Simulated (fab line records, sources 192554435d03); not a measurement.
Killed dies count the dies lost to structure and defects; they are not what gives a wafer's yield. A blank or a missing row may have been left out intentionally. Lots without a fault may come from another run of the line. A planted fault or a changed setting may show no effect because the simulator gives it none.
Matching of chambers + flow n5-finfet + N5_BEOL_M0_STRIP_140 on rie-diel-06 has 4 sister chambers
The step strips in CF4. 14 wafers are shown with their chamber, then 6 later ones without.

## WAFERS, EACH WITH ITS CHAMBER
| wafer  | chamber | drypump-motor-current-A (A) | throttle-valve-pct (%) | oes-product-au (a.u.) |
|--------|---------|-----------------------------|------------------------|-----------------------|
| L198.1 | 3       | 4.8                         | 13.77                  | 0.70                  |
| L198.3 | 0       | 5.2                         | 13.18                  | 0.91                  |
| L198.5 | 3       | 4.8                         | 13.76                  | 0.70                  |
| L206.2 | 3       | 4.8                         | 13.78                  | 0.69                  |
| L206.4 | 3       | 4.8                         | 13.78                  | 0.70                  |
| L206.5 | 0       | 5.2                         | 13.22                  | 0.88                  |
| L207.1 | 1       | 5.9                         | 13.99                  | 0.67                  |
| L207.3 | 3       | 4.8                         | 13.79                  | 0.69                  |
| L207.4 | 3       | 4.8                         | 13.81                  | 0.69                  |
| L210.4 | 0       | 5.2                         | 13.24                  | 0.87                  |
| L210.5 | 2       | 4.7                         | 13.51                  | 0.95                  |
| L216.2 | 0       | 5.3                         | 13.24                  | 0.85                  |
| L216.4 | 1       | 5.9                         | 14.02                  | 0.66                  |
| L216.5 | 0       | 5.2                         | 13.26                  | 0.85                  |

SIGNATURES (averages over the wafers above)
| reading                 | chamber 0 | chamber 1 | chamber 2 | chamber 3 | scatter within a chamber |
|-------------------------|-----------|-----------|-----------|-----------|--------------------------|
| drypump-motor-current-A | 5.220     | 5.900     | 4.700     | 4.800     | 0.0283                   |
| throttle-valve-pct      | 13.2280   | 14.0050   | 13.5100   | 13.7817   | 0.0237                   |
| oes-product-au          | 0.8720    | 0.6650    | 0.9500    | 0.6950    | 0.0164                   |
Rule: a wafer lies at a distance from a chamber equal to the root of the sum of squares, over the readings, of (its reading less the chamber's mean, divided by the reading's scatter). If the next closest chamber is less than 2 further off than the closest, the wafer can't be placed; otherwise it belongs to the closest. The scatter: the root of (the sum of the squares of (reading less its chamber's mean) over the shown wafers, divided by (wafers less chambers)).

## WAFERS WITH NO CHAMBER GIVEN
| wafer  | drypump-motor-current-A (A) | throttle-valve-pct (%) | oes-product-au (a.u.) |
|--------|-----------------------------|------------------------|-----------------------|
| L220.1 | 5.2                         | 13.28                  | 0.85                  |
| L220.4 | 5.2                         | 13.25                  | 0.85                  |
| L220.6 | 4.7                         | 13.51                  | 0.88                  |
| L219.2 | 5.3                         | 13.26                  | 0.85                  |
| L219.4 | 4.8                         | 13.86                  | 0.68                  |
| L219.5 | 4.7                         | 13.52                  | 0.90                  |

## WHICH CHAMBER EACH WENT THROUGH
| wafer  | from the rows above | in truth |
|--------|---------------------|----------|
| L220.1 | 0                   | 0        |
| L220.4 | 0                   | 0        |
| L220.6 | 2                   | 2        |
| L219.2 | 0                   | 0        |
| L219.4 | 3                   | 3        |
| L219.5 | 2                   | 2        |
Correct placement for 6 of the 6. Can't be placed from these rows: 0. Number placed wrongly: 0.
